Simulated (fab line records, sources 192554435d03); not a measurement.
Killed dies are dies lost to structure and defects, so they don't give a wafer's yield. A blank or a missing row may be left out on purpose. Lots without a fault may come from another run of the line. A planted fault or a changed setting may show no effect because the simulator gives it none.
fab line records | flow n5_finfet | part 1 of 2: steps 1 to 3 of 6
record lots=18 wafers=54 last_day=18
route steps=1938 shown BEOL_M1@792
lots that met no fault: from a run of the same line without faults
start_h: hours from the record's first day to the start of the lot's first wafer shown | wait_h: hours since the lot's step before | " the same as in the row above | L1.1+2: a row that stands for several wafers | - no value, or no start given | * or withheld: withheld | < > ~ a bound
route shown NAME@n: a module of which the file shows steps, and the number in the route of the first | usual: mean/standard deviation of fault-free wafers | same: alike in all rows | chamber/n: place in a boat | sites: the reading at each site | _std_site: their standard deviation | _edge_site: outer sites' mean less inner sites' | radius_mm: how far each site lies from the wafer's centre | mask NAME#n: copy n | behind: the tool/chamber that last shaped the wafer | hold: why the lot was held/for how many hours/how that ended | device: the transistor (n, p or np) that didn't switch | end of line: the same wafers' tests at the end of the route | a step without rows: its recipe alone | killed: dies lost to structure and defects at the first sort, not the wafer's yield | map: a wafer's dies, x killed, . not, _ none there
set.NAME: the setting as run; set.NAME@STEP: as run at that earlier step | model.NAME: the simulator's own value behind a step, which no gauge read
steps of the route over a sample of lots; a table a step, a row a wafer
services: from which hour (start_h, from the record's first day; less than 0 if before it) a tool's chamber was out of use, for how many hours, and why
## steps
# step N5_BEOL_M1_ALD_98
# recipe material=SiO2 target_thk_a=25 temp_c=100 ald_precursor_family=BDEAS ald_co_reactant=O2-plasma pulse_time_s=1 co_reactant_pulse_time_s=1 purge_time_s=2 co_reactant_purge_time_s=2 ald_cycles=17 pressure_torr=2
# usual heater_power_w=83/10 precursor_pulse_height_rel=0.999/0.021 susceptor_temp_C=100.00/0.12
# columns lot.wafer tool chamber start_h wait_h heater_power_w precursor_pulse_height_rel since_wet_clean_h susceptor_temp_C
L074.1 ald_sin-04 1 123.06 0.1 68 1.005 221 99.79
L074.2 " 2 " " 93 0.981 221 100.11
L074.3 " 3 " " 91 1.014 221 100.08
L075.1 ald_sin-03 3 131.17 0.1 77 1.037 122 99.89
L075.5 " 0 " " 82 0.997 - 99.99
L075.6 " 1 " " 71 1.002 - 99.77
L077.1 ald_sin-01 0 138.52 0.1 69 0.946 39 99.95
L077.5 " 2 " " 97 0.956 - 99.96
L077.6 " 3 " " 85 1.008 - 99.83
L079.2 ald_sin-04 0 145.03 0.1 77 1.008 243 100.26
L079.3 " 3 " " 92 1.027 243 100.06
L079.4 " 1 " " 66 1.021 243 99.99
L080.1 ald_sin-03 2 158.02 0.1 84 0.999 149 99.86
L080.3 " 3 " " 78 0.990 149 100.12
L080.5 " 2 " " 82 1.012 - 99.67
L081.1 ald_sin-01 3 166.04 0.1 84 1.015 67 100.05
L081.4 " 0 " " 68 1.024 - 100.16
L081.6 " 2 " " 99 0.968 - 100.05
L083.2 ald_sin-04 0 170.10 0.1 75 0.988 268 100.22
L083.5 " 3 " " 90 0.974 - 100.14
L083.6 " 0 " " 74 1.014 - 100.17
L082.1 ald_sin-01 3 171.07 0.1 85 1.001 72 99.93
L082.4 " 1 " " 93 1.008 72 100.01
L082.5 " 1 " " 91 0.993 - 100.03
L084.1 ald_sin-01 2 184.92 0.5 97 1.020 86 99.96
L084.4 " 0 " " 70 0.998 86 100.05
L084.5 " 2 " " 98 1.025 - 99.98
L085.1 ald_sin-03 1 190.05 0.1 72 1.030 181 100.06
L085.4 " 3 " " 77 0.981 181 100.05
L085.6 " 2 " " 81 1.019 - 99.94
L088.1 ald_sin-01 1 211.53 0.1 94 0.988 112 100.05
L088.2 " 3 " " 83 1.007 112 99.91
L088.6 " 2 " " 98 1.026 - 99.80
L089.1 ald_sin-01 1 212.94 0.1 93 1.037 114 99.90
L089.2 " 3 " " 83 0.982 114 99.94
L089.4 " 2 " " 99 1.029 114 99.91
L090.1 ald_sin-01 3 227.39 0.5 85 1.018 128 100.07
L090.2 " 1 " " 89 0.995 128 100.29
L090.3 " 2 " " 98 0.994 128 100.18
L093.3 ald_sin-04 3 242.84 0.1 90 1.013 340 99.86
L093.4 " 2 " " 96 1.009 340 99.94
L093.6 " 2 " " 95 0.975 - 99.94
L094.1 ald_sin-01 1 245.09 0.8 94 0.981 146 100.22
L094.4 " 3 " " 83 0.989 146 100.00
L094.6 " 2 " " 97 0.966 - 99.84
L095.2 ald_sin-04 2 247.79 0.1 92 0.989 345 100.17
L095.3 " 0 " " 74 0.991 345 100.21
L095.6 " 2 " " 95 0.972 - 99.92
L096.1 ald_sin-03 3 255.31 0.1 78 0.997 246 99.99
L096.2 " 1 " " 71 0.979 246 100.06
L096.5 " 2 " " 85 1.009 - 99.93
L097.1 ald_sin-01 1 263.59 0.1 91 1.001 164 99.97
L097.4 " 2 " " 98 1.011 164 99.96
L097.6 " 0 " " 69 0.996 - 99.89
# step N5_BEOL_M1_ETCHBACK_99
# recipe chemistry=CHF3 target=SiO2 target_depth_a=50 time_s=10.4 source_w=215 bias_w=47 Ar_flow_sccm=200 CHF3_flow_sccm=12 ion_energy_ev=100 pressure_mtorr=30
# usual drypump_motor_current_A=5.7/0.36 mfc_ar_sccm=200.0/0.61 oes_ar_750_au=0.80/0.085 oes_product_au=0.80/0.091 rf_fwd_power_W=212.4/1.1 rf_vpp_V=240.1/2.2 showerhead_plenum_p_Torr=2.15/0.076 throttle_valve_pct=17.07/0.21
# columns lot.wafer tool chamber start_h wait_h drypump_motor_current_A mfc_ar_sccm oes_ar_750_au oes_product_au rf_fwd_power_W rf_hours_counter_h rf_vpp_V showerhead_plenum_p_Torr throttle_valve_pct
L074.1 rie_diel-05 3 141.68 18.6 5.6 199.8 0.98 0.99 212.4 3 240.4 2.13 16.88
L074.2 " 1 " " 5.2 200.8 0.91 0.91 213.9 13 235.3 2.11 16.97
L074.3 " 2 " " 6.0 199.8 0.73 0.72 211.6 194 240.5 2.22 16.87
L075.1 rie_diel-02 1 147.82 16.6 6.3 199.8 0.80 0.80 211.1 90 241.2 2.26 17.35
L075.5 " 3 " " 5.5 200.0 0.76 0.75 214.0 - 239.7 2.14 17.11
L075.6 " 0 " " 5.4 199.1 0.72 0.70 213.6 - 239.8 2.21 17.11
L077.1 rie_diel-02 3 148.69 10.1 5.5 200.8 0.76 0.75 211.4 149 242.2 2.14 17.13
L077.5 " 2 " " 5.5 200.5 0.79 0.79 211.2 - 239.6 2.08 16.95
L077.6 " 1 " " 6.3 201.2 0.80 0.80 210.6 - 242.8 2.26 17.35
L079.2 rie_diel-05 0 156.63 11.5 6.2 200.4 0.73 0.74 213.2 156 241.9 2.16 17.10
L079.3 " 3 " " 5.6 199.2 0.95 0.97 213.1 7 240.1 2.13 16.87
L079.4 " 1 " " 5.2 200.8 0.89 0.90 213.8 18 236.1 2.11 16.99
L080.1 rie_diel-05 1 159.43 1.4 5.2 199.8 0.90 0.90 212.7 19 235.2 2.11 16.99
L080.3 " 3 " " 5.6 199.4 0.95 0.96 212.3 8 241.4 2.12 16.87
L080.5 " 1 " " 5.2 200.0 0.90 0.89 212.9 - 237.1 2.11 16.98
L081.1 rie_diel-05 1 173.88 7.8 5.2 199.9 0.88 0.89 213.5 22 235.0 2.11 16.99
L081.4 " 0 " " 6.1 200.4 0.72 0.73 213.5 161 240.6 2.16 17.09
L081.6 " 1 " " 5.2 200.2 0.88 0.89 213.0 - 235.5 2.11 16.98
L083.2 rie_diel-06 1 182.44 12.3 5.9 199.7 0.76 0.77 213.1 137 241.5 1.99 17.47
L083.5 " 1 " " 5.9 199.9 0.75 0.77 213.6 - 240.9 1.99 17.44
L083.6 " 0 " " 5.7 200.6 0.81 0.81 212.0 - 240.0 2.26 17.10
L082.1 rie_diel-05 0 185.47 14.4 6.1 200.1 0.73 0.73 213.9 163 239.6 2.16 17.11
L082.4 " 1 " " 5.2 199.6 0.88 0.88 213.9 25 237.3 2.11 16.99
L082.5 " 2 " " 6.0 200.3 0.72 0.71 211.3 - 241.1 2.22 16.91
L084.1 rie_diel-05 3 191.94 7.0 5.5 199.7 0.93 0.95 213.5 15 240.4 2.12 16.91
L084.4 " 1 " " 5.2 199.6 0.88 0.89 212.0 26 236.9 2.11 16.98
L084.5 " 2 " " 6.0 199.6 0.72 0.71 212.2 - 239.4 2.22 16.89
L085.1 rie_diel-06 3 196.09 6.0 5.3 199.7 0.97 0.96 211.8 6 243.8 2.30 16.62
L085.4 " 2 " " 5.9 201.1 0.73 0.71 211.1 171 235.8 2.06 17.43
L085.6 " 3 " " 5.3 200.3 0.96 0.97 213.1 - 242.9 2.30 16.64
L088.1 rie_diel-02 1 225.11 13.5 6.3 201.0 0.78 0.78 210.2 114 240.7 2.25 17.39
L088.2 " 3 " " 5.5 200.3 0.74 0.73 213.1 172 243.4 2.13 17.18
L088.6 " 2 " " 5.5 200.6 0.78 0.76 211.7 - 238.8 2.07 16.99
L089.1 rie_diel-05 3 225.14 12.2 5.6 199.3 0.90 0.90 211.7 27 240.0 2.12 16.90
L089.2 " 2 " " 6.0 200.0 0.72 0.69 211.2 217 240.5 2.21 16.93
L089.4 " 0 " " 6.2 200.1 0.72 0.73 212.8 176 241.2 2.15 17.13
L090.1 rie_diel-05 1 228.29 0.9 5.2 200.5 0.86 0.87 212.3 37 236.8 2.10 17.00
L090.2 " 3 " " 5.6 199.1 0.91 0.91 213.0 28 240.0 2.12 16.91
L090.3 " 2 " " 6.0 200.1 0.71 0.70 213.5 217 240.2 2.21 16.92
L093.3 rie_diel-05 3 246.17 3.3 5.5 199.7 0.89 0.90 214.4 34 242.2 2.12 16.91
L093.4 " 1 " " 5.2 200.2 0.84 0.85 213.8 43 236.4 2.10 17.02
L093.6 " 1 " " 5.2 199.8 0.85 0.85 212.8 - 236.4 2.10 17.03
L094.1 rie_diel-02 1 249.30 4.2 6.3 199.3 0.77 0.78 212.5 120 242.3 2.25 17.40
L094.4 " 3 " " 5.5 199.0 0.74 0.74 212.6 - 243.0 2.13 17.20
L094.6 " 2 " " 5.5 200.0 0.76 0.76 210.7 - 239.7 2.07 17.00
L095.2 rie_diel-05 0 249.69 1.9 6.2 200.0 0.72 0.72 213.0 183 239.6 2.15 17.15
L095.3 " 1 " " 5.2 199.7 0.84 0.85 212.7 43 236.8 2.10 17.04
L095.6 " 3 " " 5.5 200.0 0.89 0.90 212.4 - 242.4 2.12 16.92
L096.1 rie_diel-02 1 256.21 0.8 6.3 199.4 0.77 0.77 211.6 122 241.0 2.25 17.40
L096.2 " 3 " " 5.5 199.7 0.74 0.73 212.7 186 244.3 2.13 17.18
L096.5 " 1 " " 6.3 200.6 0.77 0.77 211.7 - 243.1 2.25 17.41
L097.1 rie_diel-06 1 282.92 19.3 5.9 199.6 0.75 0.74 214.4 165 241.4 1.98 17.50
L097.4 " 0 " " 5.8 199.8 0.78 0.78 211.7 135 240.4 2.25 17.16
L097.6 " 1 " " 5.9 199.1 0.74 0.74 213.9 - 241.5 1.98 17.51
# step N5_BEOL_M1_VIA_ETCH_34
# recipe chemistry=C4F6/O2 target_depth_a=678 mask_material=SOC pressure_mtorr=15 ion_energy_ev=250 taper_deg=4 time_s=64.4 source_w=350 bias_w=170 Ar_flow_sccm=300 C4F6_flow_sccm=10 O2_flow_sccm=10
# usual drypump_motor_current_A=5.7/0.36 mfc_ar_sccm=299.9/0.9 oes_ar_750_au=0.80/0.086 oes_o_777_au=0.80/0.08 oes_product_au=0.80/0.091 rf_fwd_power_W=346.9/1.3 rf_vpp_V=664/5.3 showerhead_plenum_p_Torr=2.84/0.097 throttle_valve_pct=30.77/0.24
# columns lot.wafer tool chamber start_h wait_h drypump_motor_current_A mfc_ar_sccm oes_ar_750_au oes_o_777_au oes_product_au rf_fwd_power_W rf_hours_counter_h rf_vpp_V showerhead_plenum_p_Torr throttle_valve_pct
L074.1 rie_diel-05 3 141.82 0.0 5.6 301.0 0.98 0.96 0.98 345.6 3 667 2.81 30.83
L074.2 " 1 " " 5.2 300.2 0.91 0.91 0.90 349.1 14 655 2.79 30.74
L074.3 " 2 " " 6.0 301.2 0.73 0.74 0.72 345.3 194 664 2.93 30.39
L075.1 rie_diel-02 1 147.95 0.0 6.3 300.3 0.80 0.81 0.80 347.0 90 669 2.98 31.10
L075.5 " 3 " " 5.5 299.5 0.76 0.76 0.76 345.0 - 672 2.83 30.76
L075.6 " 0 " " 5.4 300.9 0.71 0.72 0.70 346.2 - 664 2.92 30.70
L077.1 rie_diel-02 3 148.83 0.0 5.5 299.6 0.76 0.76 0.76 349.4 149 673 2.83 30.73
L077.5 " 2 " " 5.5 299.2 0.79 0.80 0.80 345.9 - 662 2.75 30.58
L077.6 " 1 " " 6.3 301.2 0.80 0.81 0.80 345.5 - 668 2.98 31.10
L079.2 rie_diel-05 0 156.76 0.0 6.1 299.9 0.73 0.72 0.72 349.5 156 665 2.85 30.81
L079.3 " 3 " " 5.5 298.9 0.96 0.94 0.97 346.4 7 666 2.81 30.85
L079.4 " 1 " " 5.2 300.0 0.89 0.89 0.91 347.9 18 655 2.79 30.73
L080.1 rie_diel-05 1 159.57 0.0 5.2 299.9 0.89 0.90 0.90 345.7 19 654 2.79 30.74
L080.3 " 3 " " 5.6 300.0 0.96 0.94 0.96 346.5 8 667 2.81 30.84
L080.5 " 1 " " 5.2 301.4 0.89 0.88 0.90 346.9 - 655 2.79 30.75
L081.1 rie_diel-05 1 174.02 0.0 5.2 301.1 0.88 0.89 0.90 346.9 22 655 2.79 30.75
L081.4 " 0 " " 6.1 301.1 0.73 0.72 0.73 348.1 161 665 2.85 30.83
L081.6 " 1 " " 5.2 300.4 0.89 0.88 0.89 345.8 - 653 2.79 30.75
L083.2 rie_diel-06 1 182.58 0.0 5.9 300.3 0.76 0.77 0.76 348.6 138 667 2.63 31.18
L083.5 " 1 " " 5.9 300.6 0.76 0.77 0.77 349.3 - 669 2.63 31.18
L083.6 " 0 " " 5.8 301.3 0.82 0.81 0.82 347.6 - 664 2.98 30.85
L082.1 rie_diel-05 0 185.61 0.0 6.2 301.8 0.72 0.72 0.72 347.3 164 665 2.85 30.80
L082.4 " 1 " " 5.2 298.9 0.88 0.87 0.89 346.8 25 654 2.79 30.74
L082.5 " 2 " " 6.0 299.6 0.72 0.74 0.72 345.1 - 663 2.92 30.40
L084.1 rie_diel-05 3 192.07 0.0 5.6 300.5 0.93 0.91 0.94 345.2 15 667 2.80 30.86
L084.4 " 1 " " 5.2 301.2 0.88 0.87 0.89 346.5 26 654 2.79 30.75
L084.5 " 2 " " 6.0 300.0 0.72 0.73 0.72 344.8 - 666 2.92 30.40
L085.1 rie_diel-06 3 196.22 0.0 5.3 301.9 0.96 0.95 0.98 347.7 6 674 3.02 30.38
L085.4 " 2 " " 5.9 298.9 0.73 0.73 0.72 345.7 171 655 2.72 31.06
L085.6 " 3 " " 5.3 301.4 0.96 0.96 0.98 346.1 - 673 3.02 30.37
L088.1 rie_diel-02 1 225.24 0.0 6.3 299.4 0.78 0.79 0.78 345.8 114 668 2.97 31.13
L088.2 " 3 " " 5.5 299.9 0.75 0.74 0.74 348.5 172 672 2.82 30.75
L088.6 " 2 " " 5.5 300.1 0.78 0.76 0.77 345.6 - 665 2.74 30.58
L089.1 rie_diel-05 3 225.28 0.0 5.6 298.4 0.91 0.89 0.90 346.9 27 668 2.80 30.86
L089.2 " 2 " " 6.0 300.6 0.72 0.72 0.70 349.7 217 664 2.92 30.40
L089.4 " 0 " " 6.1 298.6 0.71 0.71 0.72 347.7 176 665 2.84 30.84
L090.1 rie_diel-05 1 228.43 0.0 5.2 300.6 0.85 0.84 0.87 347.3 37 652 2.78 30.76
L090.2 " 3 " " 5.6 299.8 0.91 0.90 0.90 346.8 28 667 2.80 30.84
L090.3 " 2 " " 6.0 299.0 0.71 0.72 0.70 345.3 218 664 2.92 30.39
L093.3 rie_diel-05 3 246.30 0.0 5.6 299.6 0.89 0.88 0.90 347.2 34 667 2.79 30.86
L093.4 " 1 " " 5.2 299.2 0.85 0.84 0.85 347.1 43 655 2.78 30.77
L093.6 " 1 " " 5.2 298.4 0.85 0.85 0.86 347.7 - 655 2.78 30.76
L094.1 rie_diel-02 1 249.44 0.0 6.3 300.9 0.77 0.79 0.78 346.5 120 665 2.97 31.13
L094.4 " 3 " " 5.5 299.5 0.73 0.74 0.74 348.1 - 672 2.81 30.76
L094.6 " 2 " " 5.5 299.4 0.76 0.76 0.76 347.8 - 662 2.74 30.60
L095.2 rie_diel-05 0 249.83 0.0 6.2 301.0 0.71 0.70 0.72 348.9 183 663 2.84 30.84
L095.3 " 1 " " 5.2 299.3 0.85 0.85 0.85 348.6 43 654 2.78 30.76
L095.6 " 3 " " 5.6 298.9 0.89 0.88 0.89 346.9 - 665 2.79 30.87
L096.1 rie_diel-02 1 256.34 0.0 6.4 299.8 0.77 0.78 0.77 344.6 122 668 2.97 31.14
L096.2 " 3 " " 5.5 299.4 0.73 0.73 0.73 347.4 186 672 2.81 30.77
L096.5 " 1 " " 6.4 300.4 0.77 0.78 0.77 346.5 - 668 2.97 31.12
L097.1 rie_diel-06 1 283.05 0.0 5.9 301.7 0.74 0.75 0.74 349.4 165 668 2.62 31.21
L097.4 " 0 " " 5.7 298.6 0.79 0.79 0.77 345.9 135 664 2.96 30.87
L097.6 " 1 " " 5.9 302.2 0.73 0.75 0.73 349.1 - 669 2.62 31.20
